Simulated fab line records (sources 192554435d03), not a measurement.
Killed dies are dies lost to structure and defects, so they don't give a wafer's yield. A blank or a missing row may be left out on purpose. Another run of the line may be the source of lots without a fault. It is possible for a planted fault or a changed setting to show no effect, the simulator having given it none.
Problem report in the 8D (eight disciplines) form, filled by code | flow n5 finfet | the parts of the form that need people (team, actions taken, sign-off) are left out

== 1. PROBLEM STATEMENT ==
Mean of spin speed rpm at N5_BEOL_M0_SAQP_COAT_105: 1828.7 rpm across 6 wafers in 2 lots; on wafers with no fault it is 1500.0 rpm (standard deviation 0.85). So: +99 or more standard deviations from the usual mean.
The step: time 60 s, resist thk 100 nm.
Earliest sighting: wafer L713.4 on litho track-03 at day 8 12:25. Wafers with a number at this step in the record: 18, from 6 lots. By rule, "out" or "out of limits" means more than 4 standard deviations away from the usual mean. The other wafers with a number count as sound.

== 2. WHAT IT IS, AND WHAT IT ISN'T ==
question                    | is                     | is not
which readings at this step | spin speed rpm         | -
which lots                  | L713, L716             | L706, L711, L725, L726
which wafers of those lots  | all that have a number | -
read on which tools         | litho track-03         | litho track-02, litho track-04
when                        | from day 8 12:25       | up to then (6 sound wafers); but 6 sound wafers of L725, L726 came after

== 3. WHAT RULES OUT EACH SUSPECT ==
Counting: a tool at any process step up to the reading remains a suspect when it ran all the lots that are out and ran no sound lot after the first of those.
- rie diel-01 at N5_BEOL_M0_SAQP_STRIP_86 (strips in N2/H2): kept. It ran every lot that is out, first L713 (day 8 10:34), and no sound lot after that.
- ald sin-02 at N5_BEOL_M0_SAQP_SPACER1_ALD_98 (deposits SiO2, target thk 12.8 nm, pulse time 1 s, purge time 2 s): ruled out as a lasting fault. Following L713 (day 8 11:05), the first lot on it that is out, the sound lots L725 were run on it.
- vapor etch-01 at N5_BEOL_M0_SAQP_RECESS_104 (chemistry HF/NH3, target SiO2, target depth 18 nm, afs cycles 3, sublimation time 60 s): ruled out as a lasting fault. Following L713 (day 8 12:08), the first lot on it that is out, the sound lots L726 were run on it.
- litho track-03 at N5_BEOL_M0_SAQP_COAT_105 (time 60 s, resist thk 100 nm): kept. It processed each lot that is out, first L713 at day 8 12:25, and no sound lot thereafter; up to then, the last sound lot it processed was L711 at day 7 20:36. On those wafers its own readings are out: spin speed rpm.
Remaining after the count are rie diel-01 at N5_BEOL_M0_SAQP_STRIP_86 and litho track-03 at N5_BEOL_M0_SAQP_COAT_105.

== 4. THE CAUSE (what the simulator had put in) ==
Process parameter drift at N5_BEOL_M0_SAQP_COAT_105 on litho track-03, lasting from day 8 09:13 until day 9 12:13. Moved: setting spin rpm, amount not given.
After counting, 2 suspects remain, this tool included.

== 5. SEQUENCE OF EFFECTS, ordered by route ==
Each row: a reading where the mean over the struck wafers with a number is more than 3 standard deviations away from the usual. Readings are gone through only where the record gives a usual standard deviation; hours: the median, over the lots, of the time from a lot's start at the first step in this table giving one to that lot's start at this step; sigmas: the change measured in usual standard deviations.
hours | step                     | reading        | usual      | on struck wafers | change | sigmas
0     | N5_BEOL_M0_SAQP_COAT_105 | spin speed rpm | 1500.0 rpm | 1828.7           | +328.7 | +99 or more
Its process steps:
- N5_BEOL_M0_SAQP_COAT_105: time 60 s, resist thk 100 nm.
Later steps that measure or inspect, where all struck wafers having a row at the step show a number for every such reading and not one has moved that far: N5_BEOL_M4_RC_MEAS_101.

== 6. WHAT WOULD HAVE CAUGHT IT SOONER ==
The fault began at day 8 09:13; the first out-of-limits reading in this record came at day 8 12:25, 3 hours later.
